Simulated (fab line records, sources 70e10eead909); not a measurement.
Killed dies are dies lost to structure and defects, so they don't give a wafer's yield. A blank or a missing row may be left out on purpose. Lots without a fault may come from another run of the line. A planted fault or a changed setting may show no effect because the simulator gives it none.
fab line records | flow nand_harc
record lots=24 wafers=72 last_day=33
route steps=1302 shown A_STAIRCASE@841 A_WL_FILL@956
lots that met no fault: from a run of the same line without faults
start_h: hours from the record's first day to the start of the lot's first wafer shown | wait_h: hours since the lot's step before | " the same as in the row above | L1.1+2: a row that stands for several wafers | - no value, or no start given | * or withheld: withheld | < > ~ a bound
route shown NAME@n: a module of which the file shows steps, and the number in the route of the first | usual: mean/standard deviation of fault-free wafers | same: alike in all rows | chamber/n: place in a boat | sites: the reading at each site | _std_site: their standard deviation | _edge_site: outer sites' mean less inner sites' | radius_mm: how far each site lies from the wafer's centre | mask NAME#n: copy n | behind: the tool/chamber that last shaped the wafer | hold: why the lot was held/for how many hours/how that ended | device: the transistor (n, p or np) that didn't switch | end of line: the same wafers' tests at the end of the route | a step without rows: its recipe alone | killed: dies lost to structure and defects at the first sort, not the wafer's yield | map: a wafer's dies, x killed, . not, _ none there
set.NAME: the setting as run; set.NAME@STEP: as run at that earlier step | model.NAME: the simulator's own value behind a step, which no gauge read
steps of the route over a sample of lots; a table a step, a row a wafer
services: from which hour (start_h, from the record's first day; less than 0 if before it) a tool's chamber was out of use, for how many hours, and why
## steps
# step NHARC_A_STAIRCASE_ALD_415
# recipe target_thk_a=300 pulse_time_s=6 ald_cycles=300 temp_c=300 material=SiO2
# usual heater_power_w=473/32 precursor_pulse_height_rel=0.997/0.021
# columns lot.wafer tool chamber start_h wait_h heater_power_w precursor_pulse_height_rel
L075.4 ald_hk-01 0 381.81 0.1 500 0.977
L075.3 " 1 " " 467 0.995
L075.5 " 0 383.67 1.9 490 0.974
L074.3 ald_hk-03 1 400.65 0.3 418 0.992
L074.4 " 3 " " 416 0.979
L074.6 " 1 " " 428 0.983
L077.1 ald_hk-01 3 408.93 0.1 479 1.002
L077.4 " 0 " " 490 1.000
L077.6 " 0 " " 495 0.997
L076.1 ald_hk-01 3 415.38 0.1 472 0.971
L076.4 " 0 " " 482 1.038
L076.2 " 1 " " 460 0.984
L079.2 ald_hk-01 2 423.88 0.5 512 1.007
L079.1 " 3 " " 482 0.989
L079.6 " 0 " " 492 1.000
L078.1 ald_hk-03 0 425.35 0.3 540 0.989
L078.6 " 3 " " 431 0.985
L078.5 " 0 " " 546 1.024
L080.1 ald_hk-03 0 443.12 0.1 528 1.011
L080.4 " 2 " " 474 0.994
L080.5 " 1 " " 426 1.032
L082.1 ald_hk-03 3 464.16 0.1 436 0.986
L082.4 " 1 " " 418 0.995
L082.2 " 2 " " 477 0.980
L081.2 ald_hk-02 1 468.75 0.1 489 0.981
L081.3 " 2 " " 449 0.997
L081.6 " 1 " " 472 0.973
L083.3 ald_hk-02 2 485.59 0.2 432 1.021
L083.5 " 2 " " 457 1.005
L083.6 " 3 " " 468 0.982
L084.4 ald_hk-02 2 502.19 0.8 454 0.971
L084.5 " 3 " " 478 0.989
L084.6 " 0 " " 475 0.979
L085.3 ald_hk-03 3 507.68 0.3 433 1.010
L085.1 " 1 " " 434 0.967
L085.5 " 2 " " 485 1.042
L087.1 ald_hk-02 0 509.52 0.3 470 0.983
L087.2 " 2 " " 449 1.018
L087.5 " 3 " " 465 1.016
L086.3 ald_hk-03 2 514.02 0.3 477 1.028
L086.5 " 1 " " 430 1.004
L086.6 " 2 " " 483 0.958
L089.1 ald_hk-01 0 525.19 0.1 494 1.019
L089.3 " 1 " " 460 0.997
L089.6 " 0 " " 482 1.001
L088.3 ald_hk-03 1 530.28 0.1 430 1.022
L088.4 " 0 " " 546 0.998
L088.6 " 2 " " 487 1.004
L090.4 ald_hk-02 0 562.01 0.3 466 0.990
L090.3 " 1 " " 507 0.937
L090.5 " 3 " " 468 0.976
L091.3 ald_hk-01 2 563.51 0.3 517 1.019
L091.6 " 1 " " 453 0.954
L091.5 " 2 " " 522 0.998
L092.3 ald_hk-02 0 569.20 0.1 462 1.000
L092.1 " 2 " " 441 1.031
L092.6 " 0 " " 467 1.015
L093.1 ald_hk-01 1 580.17 0.5 462 0.964
L093.2 " 2 " " 495 0.997
L093.6 " 3 " " 463 1.002
L095.2 ald_hk-02 0 594.17 0.3 472 0.987
L095.4 " 1 " " 496 0.984
L095.3 " 2 " " 443 1.024
L094.2 ald_hk-02 1 596.57 0.1 485 1.037
L094.3 " 3 " " 482 0.988
L094.6 " 1 " " 496 1.008
L096.3 ald_hk-03 3 606.44 0.3 436 1.003
L096.2 " 0 " " 538 0.996
L096.1 " 1 " " 410 1.005
L097.1 ald_hk-02 0 621.60 0.5 479 1.018
L097.5 " 2 " " 449 1.018
L097.6 " 3 " " 473 0.957
# step NHARC_A_STAIRCASE_ETCHBACK_416
# recipe target_depth_a=360 time_s=7.2 c4f8_flow_sccm=withheld o2_flow_sccm=8 ar_flow_sccm=withheld rf_w=600 bias_w=800 chemistry=C4F8/O2/Ar
# usual oes_product_au=0.94/0.031 rf_vpp_V=722/4
# columns lot.wafer tool chamber start_h wait_h oes_product_au rf_hours_counter_h rf_vpp_V
L075.3 rie_diel-02 2 385.31 2.6 0.93 49 725
L075.4 " 0 " " 0.93 51 720
L075.5 " 2 " " 0.93 - 725
L074.3 rie_diel-04 3 - - 0.93 11 725
L074.4 " 0 " " 0.93 11 719
L074.6 " 3 " " 0.92 - 724
L077.1 rie_diel-02 1 - - 0.93 3 731
L077.4 " 3 " " 0.93 2 716
L077.6 " 1 " " 0.94 - 731
L076.1 rie_diel-05 0 - - 1.00 0 723
L076.2 " 2 " " 0.99 1 722
L076.4 " 3 " " 1.00 1 718
L079.1 rie_diel-04 2 - - 0.93 21 720
L079.2 " 3 " " 0.93 20 725
L079.6 " 1 " " 0.94 - 722
L078.1 rie_diel-05 2 - - 0.99 2 721
L078.5 " 0 " " 1.01 - 723
L078.6 " 1 " " 1.00 - 726
L080.1 rie_diel-04 3 - - 0.92 26 724
L080.4 " 0 " " 0.94 30 718
L080.5 " 0 " " 0.94 - 719
L082.2 rie_diel-05 2 - - 0.91 14 722
L082.1 " 3 " " 0.93 16 718
L082.4 " 0 " " 0.93 18 724
L081.2 rie_diel-04 0 - - 0.92 39 718
L081.3 " 1 " " 0.93 38 722
L081.6 " 1 " " 0.93 - 720
L083.3 rie_diel-02 1 - - 0.92 - 731
L083.5 " 0 " " 0.93 - 718
L083.6 " 1 " " 0.92 - 731
L084.4 rie_diel-02 2 - - 0.93 34 723
L084.5 " 1 " " 0.93 - 730
L084.6 " 2 " " 0.93 - 724
L085.1 rie_diel-04 3 - - 0.92 44 722
L085.3 " 2 " " 0.92 43 718
L085.5 " 3 " " 0.93 - 724
L087.1 rie_diel-05 2 - - 0.91 29 721
L087.2 " 3 " " 0.92 28 719
L087.5 " 3 " " 0.92 - 719
L086.3 rie_diel-05 3 - - 0.92 30 717
L086.6 " 2 " " 0.91 - 721
L086.5 " 3 " " 0.92 - 719
L089.3 rie_diel-02 2 - - 0.92 42 725
L089.1 " 3 " " 0.93 15 715
L089.6 " 1 " " 0.92 - 730
L088.3 rie_diel-05 3 - - 0.93 34 718
L088.4 " 0 " " 0.93 35 723
L088.6 " 3 " " 0.93 - 720
L090.4 rie_diel-05 2 - - 0.93 48 721
L090.3 " 0 " " 0.93 49 723
L090.5 " 2 " " 0.92 - 722
L091.3 rie_diel-05 3 - - 0.92 48 717
L091.5 " 1 " " 0.93 - 726
L091.6 " 2 " " 0.91 - 720
L092.3 rie_diel-02 2 - - 0.93 58 723
L092.1 " 3 " " 0.93 31 716
L092.6 " 3 " " 0.92 - 717
L093.2 rie_diel-02 0 - - 0.99 0 718
L093.1 " 3 " " 0.99 0 715
L093.6 " 0 " " 1.00 - 718
L095.4 rie_diel-05 0 - - 1.00 1 721
L095.3 " 2 " " 1.01 1 721
L095.2 " 3 " " 1.01 1 718
L094.2 rie_diel-05 1 - - 0.99 1 724
L094.3 " 2 " " 0.99 1 719
L094.6 " 0 " " 1.00 - 721
L096.2 rie_diel-04 0 - - 0.93 19 718
L096.1 " 1 " " 0.93 27 721
L096.3 " 2 " " 0.92 24 717
L097.1 rie_diel-02 0 - - 0.93 12 718
L097.5 " 3 " " 0.92 - 716
L097.6 " 1 " " 0.92 - 730
# step NHARC_A_STAIRCASE_DEP_417
# recipe target_thk_a=600 step_coverage_pct=20 temp_c=400 target_thk_nm=60 flow_sccm=200 rf_w=450 material=Si3N4
# usual heater_power_w=789/100
# columns lot.wafer tool chamber start_h wait_h heater_power_w
L075.3 pecvd-01 0 385.90 - 792
L075.5 " 1 " " 735
L075.4 " 0 " " 809
L074.3 pecvd-01 0 402.78 - 713
L074.6 " 2 " " 656
L074.4 " 0 " " 725
L077.1 pecvd-04 2 411.42 - 759
L077.4 " 0 " " 996
L077.6 " 2 " " 738
L076.2 pecvd-04 0 417.75 - 952
L076.1 " 2 " " 786
L076.4 " 2 " " 815
L079.1 pecvd-01 1 425.67 - 861
L079.2 " 2 " " 636
L079.6 " 2 " " 625
L078.1 pecvd-04 0 427.50 - 997
L078.6 " 0 " " 816
L078.5 " 2 " " 787
L080.1 pecvd-04 0 445.39 - 922
L080.5 " 1 " " 678
L080.4 " 2 " " 688
L082.2 pecvd-04 0 466.50 - 984
L082.1 " 1 " " 668
L082.4 " 2 " " 784
L081.3 pecvd-01 0 471.13 - 772
L081.2 " 1 " " 870
L081.6 " 2 " " 615
L083.3 pecvd-01 2 487.92 0.1 592
L083.5 " 2 " " 604
L083.6 " 0 " " 754
L084.6 pecvd-03 1 503.89 - 740
L084.5 " 2 " " 718
L084.4 " 0 " " 809
L085.1 pecvd-04 1 509.70 - 710
L085.3 " 0 " " 955
L085.5 " 0 " " 980
L087.1 pecvd-04 1 512.46 - 781
L087.2 " 2 " " 733
L087.5 " 0 " " 887
L086.3 pecvd-03 2 516.06 - 662
L086.6 " 0 " " 792
L086.5 " 1 " " 702
L089.3 pecvd-03 1 527.61 - 672
L089.1 " 2 " " 709
L089.6 " 1 " " 700
L088.3 pecvd-01 1 532.54 - 853
L088.6 " 2 " " 585
L088.4 " 0 " " 839
L090.3 pecvd-01 1 564.17 - 843
L090.4 " 2 " " 638
L090.5 " 0 " " 828
L091.3 pecvd-04 1 565.63 - 764
L091.5 " 1 " " 776
L091.6 " 0 " " 909
L092.1 pecvd-04 1 571.49 - 719
L092.3 " 0 " " 970
L092.6 " 2 " " 841
L093.1 pecvd-04 1 582.03 - 751
L093.2 " 2 " " 852
L093.6 " 1 " " 750
L095.2 pecvd-04 0 596.19 - 825
L095.3 " 2 " " 750
L095.4 " 2 " " 744
L094.2 pecvd-04 1 598.86 - 808
L094.3 " 2 " " 807
L094.6 " 2 " " 761
L096.3 pecvd-04 1 608.48 - 735
L096.1 " 2 " " 823
L096.2 " 0 " " 974
L097.1 pecvd-04 2 623.43 - 741
L097.6 " 2 " " 747
L097.5 " 1 " " 791
# step NHARC_A_STAIRCASE_STRIP_446
# recipe power_w=1500 temp_c=250 chemistry=O2
# usual drypump_motor_current_A=5.8/0.39 heater_power_w=349/45
# columns lot.wafer tool chamber start_h wait_h drypump_motor_current_A heater_power_w rf_hours_counter_h
L075.3 plasma_asher-01 0 432.74 0.4 5.8 372 -
L075.4 " 1 " " 5.5 397 -
L075.5 " 1 " " 5.4 399 -
L074.3 plasma_asher-01 0 448.52 0.1 5.8 384 -
L074.4 " 1 " " 5.4 408 -
L074.6 " 1 " " 5.4 406 -
L077.1 plasma_asher-01 0 457.54 0.1 5.8 376 22
L077.4 " 0 " " 5.8 385 -
L077.6 " 1 " " 5.5 391 -
L076.1 plasma_asher-01 1 463.24 0.0 5.4 406 23
L076.2 " 0 " " 5.8 370 23
L076.4 " 1 " " 5.5 393 -
L079.1 plasma_asher-02 0 463.54 0.0 5.7 318 7
L079.2 " 1 " " 6.5 280 7
L079.6 " 1 " " 6.5 278 -
L078.1 plasma_asher-02 1 464.37 0.0 6.6 280 7
L078.6 " 1 " " 6.6 278 -
L078.5 " 0 " " 5.7 319 -
L080.1 plasma_asher-02 0 485.28 0.0 5.7 314 11
L080.4 " 0 " " 5.7 324 -
L080.5 " 0 " " 5.7 327 -
L082.2 plasma_asher-02 1 514.10 0.0 6.5 273 15
L082.1 " 0 " " 5.7 329 15
L082.4 " 0 " " 5.6 320 -
L081.2 plasma_asher-01 1 514.28 0.0 5.4 404 34
L081.3 " 1 " " 5.4 410 -
L081.6 " 0 " " 5.8 384 -
L083.3 plasma_asher-02 1 530.55 0.1 6.5 274 -
L083.6 " 1 " " 6.5 283 -
L083.5 " 0 " " 5.7 331 -
L084.4 plasma_asher-02 0 544.34 0.1 5.7 321 -
L084.5 " 0 " " 5.7 311 -
L084.6 " 1 " " 6.6 272 -
L085.1 plasma_asher-01 1 551.96 0.0 5.4 394 5
L085.3 " 1 " " 5.5 394 -
L085.5 " 0 " " 5.9 358 -
L086.3 plasma_asher-01 0 555.64 0.2 5.9 365 -
L086.5 " 1 " " 5.4 390 -
L086.6 " 0 " " 5.9 352 -
L087.1 plasma_asher-02 0 556.30 0.0 5.7 319 26
L087.2 " 1 " " 6.5 278 26
L087.5 " 0 " " 5.7 321 -
L089.1 plasma_asher-02 1 567.81 0.1 6.5 272 28
L089.3 " 0 " " 5.6 311 -
L089.6 " 0 " " 5.6 322 -
L088.3 plasma_asher-01 0 569.02 0.1 5.8 365 -
L088.4 " 1 " " 5.5 407 -
L088.6 " 1 " " 5.5 396 -
L091.3 plasma_asher-01 0 604.31 0.3 5.8 360 -
L091.5 " 1 " " 5.4 402 -
L091.6 " 0 " " 5.8 371 -
L090.4 plasma_asher-01 1 604.55 0.5 5.4 396 -
L090.3 " 0 " " 5.8 360 -
L090.5 " 0 " " 5.8 364 -
L092.1 plasma_asher-01 1 611.37 0.1 5.4 394 19
L092.3 " 0 " " 5.8 358 -
L092.6 " 0 " " 5.8 370 -
L093.2 plasma_asher-02 0 627.61 0.0 5.7 353 2
L093.1 " 1 " " 6.5 282 2
L093.6 " 1 " " 6.5 281 -
L094.2 plasma_asher-01 0 639.41 0.1 5.8 374 22
L094.3 " 1 " " 5.4 402 -
L094.6 " 1 " " 5.5 387 -
L095.2 plasma_asher-02 1 639.58 0.1 6.6 272 4
L095.3 " 1 " " 6.5 277 -
L095.4 " 0 " " 5.7 344 -
L096.2 plasma_asher-01 0 652.26 0.0 5.8 356 26
L096.1 " 1 " " 5.5 393 26
L096.3 " 1 " " 5.4 400 -
L097.1 plasma_asher-01 1 665.44 0.0 5.5 401 28
L097.6 " 1 " " 5.5 389 -
L097.5 " 0 " " 5.9 364 -
# step NHARC_A_STAIRCASE_ETCHBACK_157
# recipe target_depth_a=900 over_etch_frac=0.3 time_s=167.14 ion_energy_ev=120 ch3f_flow_sccm=50 o2_flow_sccm=30 ar_flow_sccm=200 rf_w=500 bias_w=100 chemistry=CH3F/O2
# usual drypump_motor_current_A=5.6/0.47 oes_product_au=0.97/0.034 rf_vpp_V=243.7/1.3 showerhead_plenum_p_Torr=2.41/0.086 throttle_valve_pct=20.663/0.0093
# columns lot.wafer tool chamber start_h wait_h drypump_motor_current_A oes_product_au rf_hours_counter_h rf_vpp_V showerhead_plenum_p_Torr throttle_valve_pct
L075.3 rie_diel-02 0 434.42 0.1 5.1 0.94 11 243.9 2.37 20.652
L075.4 " 2 " " 5.7 0.95 - 243.8 2.48 20.678
L075.5 " 1 " " 5.7 0.95 - 246.2 2.66 20.652
L074.3 rie_diel-02 2 450.32 0.2 5.8 0.99 14 245.6 2.48 20.665
L074.4 " 2 " " 5.7 1.00 - 244.3 2.48 20.659
L074.6 " 0 " " 5.1 1.00 - 243.9 2.37 20.680
L077.4 rie_diel-05 1 461.76 2.7 4.8 1.00 15 244.4 2.51 20.648
L077.1 " 2 " " 6.2 0.99 12 243.0 2.41 20.670
L077.6 " 1 " " 4.8 1.00 - 246.1 2.51 20.642
L076.1 rie_diel-02 2 464.97 0.2 5.7 0.92 23 243.6 2.48 20.671
L076.2 " 0 " " 5.1 0.93 22 242.7 2.37 20.662
L076.4 " 0 " " 5.1 0.92 - 244.3 2.37 20.640
L079.2 rie_diel-04 2 465.26 0.2 5.1 0.94 32 241.9 2.32 20.653
L079.1 " 3 " " 6.1 0.94 32 244.5 2.48 20.655
L079.6 " 2 " " 5.1 0.94 - 241.4 2.32 20.666
L078.1 rie_diel-04 3 466.11 0.2 6.1 0.94 32 245.9 2.48 20.677
L078.6 " 3 " " 6.2 0.95 - 245.9 2.48 20.666
L078.5 " 0 " " 5.6 0.94 - 244.1 2.36 20.653
L080.4 rie_diel-04 3 487.06 0.2 6.2 0.92 38 243.5 2.48 20.657
L080.1 " 1 " " 5.8 0.93 42 242.6 2.40 20.649
L080.5 " 3 " " 6.2 0.91 - 245.7 2.48 20.659
L082.1 rie_diel-04 1 515.82 0.2 5.8 0.92 50 243.3 2.40 20.649
L082.2 " 2 " " 5.1 0.92 47 242.6 2.32 20.671
L082.4 " 0 " " 5.7 0.92 50 242.2 2.35 20.675
L081.3 rie_diel-05 0 516.14 0.2 6.1 0.97 32 243.9 2.44 20.651
L081.2 " 2 " " 6.2 0.96 30 242.6 2.40 20.658
L081.6 " 1 " " 4.8 0.96 - 245.7 2.51 20.664
L083.3 rie_diel-02 0 532.18 0.1 5.1 0.93 45 242.2 2.36 20.659
L083.6 " 3 " " 5.6 0.99 - 242.7 2.29 20.658
L083.5 " 0 " " 5.1 0.94 - 242.9 2.36 20.666
L084.4 rie_diel-04 3 545.95 0.1 6.2 0.99 1 245.5 2.47 20.675
L084.5 " 3 " " 6.2 1.00 - 244.1 2.47 20.657
L084.6 " 0 " " 5.6 1.00 - 242.3 2.35 20.666
L085.1 rie_diel-04 1 553.70 0.2 5.8 1.00 5 242.8 2.39 20.648
L085.3 " 3 " " 6.2 1.00 3 243.9 2.47 20.666
L085.5 " 2 " " 5.1 1.01 - 243.1 2.31 20.661
L086.3 rie_diel-04 1 557.22 0.1 5.8 1.00 5 243.2 2.39 20.664
L086.5 " 1 " " 5.8 1.00 - 243.9 2.39 20.650
L086.6 " 3 " " 6.2 0.99 - 244.7 2.47 20.669
L087.2 rie_diel-02 0 558.06 0.2 5.1 0.93 58 242.4 2.35 20.672
L087.1 " 1 " " 5.7 0.93 58 245.2 2.64 20.666
L087.5 " 0 " " 5.1 0.93 - 243.3 2.35 20.652
L089.3 rie_diel-05 3 569.48 0.2 4.9 0.94 49 242.6 2.34 20.675
L089.1 " 0 " " 6.1 0.94 52 245.3 2.43 20.662
L089.6 " 2 " " 6.2 0.95 - 242.7 2.40 20.669
L088.3 rie_diel-02 0 570.68 0.2 5.1 0.96 65 242.7 2.35 20.667
L088.4 " 3 " " 5.6 0.95 - 242.0 2.29 20.659
L088.6 " 2 " " 5.7 0.95 - 244.0 2.46 20.661
L091.3 rie_diel-04 0 605.93 0.2 5.6 1.00 18 242.9 2.34 20.654
L091.5 " 1 " " 5.9 1.00 - 243.8 2.38 20.637
L091.6 " 2 " " 5.1 1.01 - 241.3 2.31 20.662
L090.3 rie_diel-05 0 606.16 0.2 6.1 1.01 5 244.9 2.43 20.671
L090.4 " 2 " " 6.2 0.99 7 242.0 2.39 20.673
L090.5 " 0 " " 6.1 1.00 - 244.3 2.43 20.663
L092.1 rie_diel-04 2 613.01 0.1 5.1 0.92 24 242.0 2.31 20.671
L092.3 " 3 " " 6.1 0.92 25 242.7 2.46 20.658
L092.6 " 3 " " 6.2 0.92 - 245.9 2.46 20.657
L093.1 rie_diel-04 2 629.30 0.2 5.2 1.00 30 243.7 2.30 20.660
L093.2 " 3 " " 6.2 1.00 30 246.5 2.46 20.663
L093.6 " 3 " " 6.2 1.01 - 244.7 2.46 20.667
L094.3 rie_diel-05 3 641.07 0.2 4.9 1.01 23 242.6 2.33 20.649
L094.2 " 2 " " 6.2 1.00 22 244.4 2.39 20.670
L094.6 " 0 " " 6.1 1.00 - 244.7 2.43 20.662
L095.2 rie_diel-02 0 641.32 0.2 5.1 1.00 18 244.2 2.34 20.653
L095.4 " 1 " " 5.7 1.00 18 245.6 2.63 20.676
L095.3 " 2 " " 5.7 1.01 16 244.1 2.46 20.665
L096.1 rie_diel-04 1 654.06 0.2 5.9 0.99 40 243.1 2.38 20.662
L096.3 " 2 " " 5.1 0.98 40 242.5 2.30 20.676
L096.2 " 3 " " 6.1 0.98 40 244.5 2.46 20.660
L097.1 rie_diel-05 1 667.14 0.2 4.8 0.92 26 243.9 2.48 20.669
L097.6 " 1 " " 4.8 0.93 - 244.4 2.48 20.666
L097.5 " 2 " " 6.3 0.91 - 243.3 2.38 20.677
# step NHARC_A_WL_FILL_CVD_03
# recipe target_thk_a=400 temp_c=300 pressure_torr=40 wf6_flow_sccm=40 h2_flow_sccm=1600 ar_flow_sccm=1560 time_s=279 material=W
# usual heater_power_w=479/21 mfc_wf6_sccm=40.01/0.12 throttle_valve_pct=8.08/0.23
# columns lot.wafer tool chamber start_h wait_h heater_power_w mfc_wf6_sccm throttle_valve_pct
L075.4 cvd_w-01 1 461.48 0.2 499 39.81 7.81
L075.3 " 0 " " 472 40.27 8.05
L075.5 " 1 " " 502 40.05 7.84
L074.3 cvd_w-01 0 478.44 0.2 468 39.93 7.88
L074.4 " 1 " " 498 40.21 8.20
L074.6 " 1 " " 507 40.08 8.27
L077.1 cvd_w-01 0 492.09 0.1 471 39.95 8.07
L077.4 " 0 " " 481 40.02 8.06
L077.6 " 1 " " 517 40.08 7.97
L076.2 cvd_w-01 0 496.13 0.3 485 40.02 8.01
L076.1 " 1 " " 510 40.01 8.14
L076.4 " 0 " " 476 39.93 8.00
L078.1 cvd_w-01 1 496.49 0.7 498 39.91 8.00
L078.6 " 0 " " 474 39.88 8.04
L078.5 " 1 " " 495 39.84 7.70
L079.2 cvd_w-02 1 499.54 0.1 495 40.03 7.89
L079.1 " 0 " " 471 40.04 8.16
L079.6 " 1 " " 491 39.97 8.10
L080.1 cvd_w-01 1 519.61 0.1 506 40.02 8.07
L080.4 " 1 " " 512 39.85 7.90
L080.5 " 0 " " 482 39.97 7.85
L081.2 cvd_w-02 0 548.48 0.1 472 39.78 8.53
L081.3 " 1 " " 502 39.99 8.16
L081.6 " 0 " " 470 40.06 8.69
L082.1 cvd_w-02 0 548.78 0.3 464 39.92 8.39
L082.2 " 1 " " 497 39.99 8.34
L082.4 " 0 " " 455 40.13 8.53
L083.3 cvd_w-01 0 560.81 0.2 447 39.91 7.95
L083.6 " 1 " " 486 40.22 7.94
L083.5 " 0 " " 443 39.92 8.00
L084.4 cvd_w-01 1 578.05 0.2 502 39.84 7.81
L084.6 " 1 " " 493 39.99 8.27
L084.5 " 0 " " 434 40.01 7.88
L086.3 cvd_w-01 1 582.11 0.2 481 40.41 8.01
L086.5 " 1 " " 495 40.12 7.77
L086.6 " 0 " " 445 39.71 7.86
L085.1 cvd_w-02 0 586.95 0.1 475 39.95 8.29
L085.3 " 1 " " 501 39.86 8.46
L085.5 " 0 " " 463 39.83 8.65
L087.1 cvd_w-01 0 589.74 0.1 448 40.08 8.12
L087.2 " 1 " " 496 40.19 8.12
L087.5 " 1 " " 492 39.94 7.77
L089.1 cvd_w-02 1 597.21 0.1 498 40.01 8.15
L089.3 " 1 " " 498 40.07 8.10
L089.6 " 0 " " 465 40.12 8.50
L088.3 cvd_w-01 1 597.31 0.2 489 40.09 7.72
L088.4 " 0 " " 446 40.20 8.03
L088.6 " 0 " " 449 40.14 7.99
L091.3 cvd_w-01 1 638.80 0.2 488 39.92 8.00
L091.6 " 1 " " 489 39.98 8.09
L091.5 " 0 " " 440 40.11 8.00
L090.3 cvd_w-01 0 643.34 0.3 448 39.75 8.30
L090.4 " 1 " " 484 40.24 8.00
L090.5 " 0 " " 454 40.14 7.97
L092.1 cvd_w-01 1 646.34 0.1 497 40.02 8.22
L092.3 " 1 " " 486 40.01 7.68
L092.6 " 0 " " 445 40.02 7.81
L093.2 cvd_w-02 0 660.47 0.1 469 40.16 8.08
L093.1 " 1 " " 482 40.07 8.30
L093.6 " 0 " " 476 40.06 8.34
L094.2 cvd_w-02 1 670.48 0.1 470 40.18 8.32
L094.3 " 1 " " 469 39.97 8.50
L094.6 " 0 " " 472 40.02 8.05
L095.2 cvd_w-01 0 670.51 0.1 447 40.00 8.00
L095.4 " 1 " " 506 40.06 8.14
L095.3 " 0 " " 450 39.90 7.88
L096.1 cvd_w-01 0 683.98 0.1 452 40.07 7.97
L096.2 " 1 " " 501 39.93 7.99
L096.3 " 0 " " 442 40.11 8.10
L097.1 cvd_w-01 1 701.17 0.1 501 40.06 8.14
L097.6 " 0 " " 451 40.00 8.29
L097.5 " 1 " " 493 39.92 8.32
## services
# columns tool chamber start_h hours kind
cvd_w-01 - 360.27 0.6 repair
cvd_w-01 - 366.36 13.0 pm
rie_diel-02 3 394.60 6.4 repair
rie_diel-05 - 406.75 9.0 pm
pecvd-04 1 413.22 5.2 repair
plasma_asher-02 - 426.60 9.0 pm
pecvd-04 - 450.40 13.0 pm
rie_diel-02 2 485.22 11.9 repair
rie_diel-04 - 518.10 0.4 repair
plasma_asher-01 - 519.00 9.0 pm
rie_diel-04 - 532.73 9.0 pm
cvd_w-01 - 547.36 13.0 pm
rie_diel-04 0 556.36 9.9 repair
rie_diel-02 - 571.95 9.0 pm
rie_diel-04 2 578.68 6.6 repair
rie_diel-05 - 583.79 9.0 pm
plasma_asher-01 - 594.24 2.0 repair
rie_diel-05 0 610.12 17.1 repair
rie_diel-02 2 614.89 11.9 repair
pecvd-04 - 631.40 13.0 pm
rie_diel-05 1 645.84 2.8 repair
rie_diel-05 - 651.99 2.0 repair
rie_diel-02 2 655.41 1.4 repair
plasma_asher-01 - 696.00 9.0 pm
## key
fault none
